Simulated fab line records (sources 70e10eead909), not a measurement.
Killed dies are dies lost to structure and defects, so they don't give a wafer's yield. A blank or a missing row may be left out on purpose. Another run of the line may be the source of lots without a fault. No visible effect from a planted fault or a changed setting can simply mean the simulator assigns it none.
Chamber matching :: flow nand-harc :: NHARC_P_GATE_DEP_103 on pecvd-02: 3 sister chambers
The step deposits SiON, target thk 30 nm. 6 wafers are shown with their chamber, then 12 later ones without.

WAFERS, EACH WITH ITS CHAMBER
wafer: L087.2
chamber: 0
heater-power-w (W): 843

wafer: L089.1
chamber: 2
heater-power-w (W): 751

wafer: L089.4
chamber: 1
heater-power-w (W): 628

wafer: L092.1
chamber: 2
heater-power-w (W): 722

wafer: L092.3
chamber: 1
heater-power-w (W): 540

wafer: L092.5
chamber: 0
heater-power-w (W): 952

WAFERS WITHOUT THEIR CHAMBER
wafer: L092.2
heater-power-w (W): 971

wafer: L092.4
heater-power-w (W): 553

wafer: L092.6
heater-power-w (W): 728

wafer: L094.2
heater-power-w (W): 832

wafer: L094.5
heater-power-w (W): 979

wafer: L094.6
heater-power-w (W): 614

wafer: L096.1
heater-power-w (W): 903

wafer: L096.5
heater-power-w (W): 697

wafer: L096.6
heater-power-w (W): 624

wafer: L097.1
heater-power-w (W): 841

wafer: L097.2
heater-power-w (W): 551

wafer: L097.6
heater-power-w (W): 701

THE CHAMBER EACH PASSED THROUGH
wafer: L092.2
from the rows above: 0
in truth: 0

wafer: L092.4
from the rows above: 1
in truth: 1

wafer: L092.6
from the rows above: 2
in truth: 2

wafer: L094.2
from the rows above: can't be placed: 0 or 2
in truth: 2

wafer: L094.5
from the rows above: 0
in truth: 0

wafer: L094.6
from the rows above: can't be placed: 1 or 2
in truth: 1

wafer: L096.1
from the rows above: 0
in truth: 0

wafer: L096.5
from the rows above: can't be placed: 2 or 1
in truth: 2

wafer: L096.6
from the rows above: can't be placed: 1 or 2
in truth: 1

wafer: L097.1
from the rows above: can't be placed: 0 or 2
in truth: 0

wafer: L097.2
from the rows above: 1
in truth: 1

wafer: L097.6
from the rows above: can't be placed: 2 or 1
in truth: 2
Correct placement for 6 of the 12. Not placeable from these rows: 6 (in 6, the candidates include the true chamber). Wrongly placed: 0.
How it was worked out, from the rows above alone: a wafer's distance from a chamber is the root of the sum, over the readings, of the square of ((its reading less the chamber's mean) divided by the reading's scatter). If the next closest chamber is less than 2 further off than the closest, the wafer can't be placed; otherwise it belongs to the closest. A chamber's mean is the mean of its shown wafers. How the scatter is found: for the shown wafers, subtract from each reading the mean of its chamber, square and add these, divide the total by (wafers less chambers), then take the root.
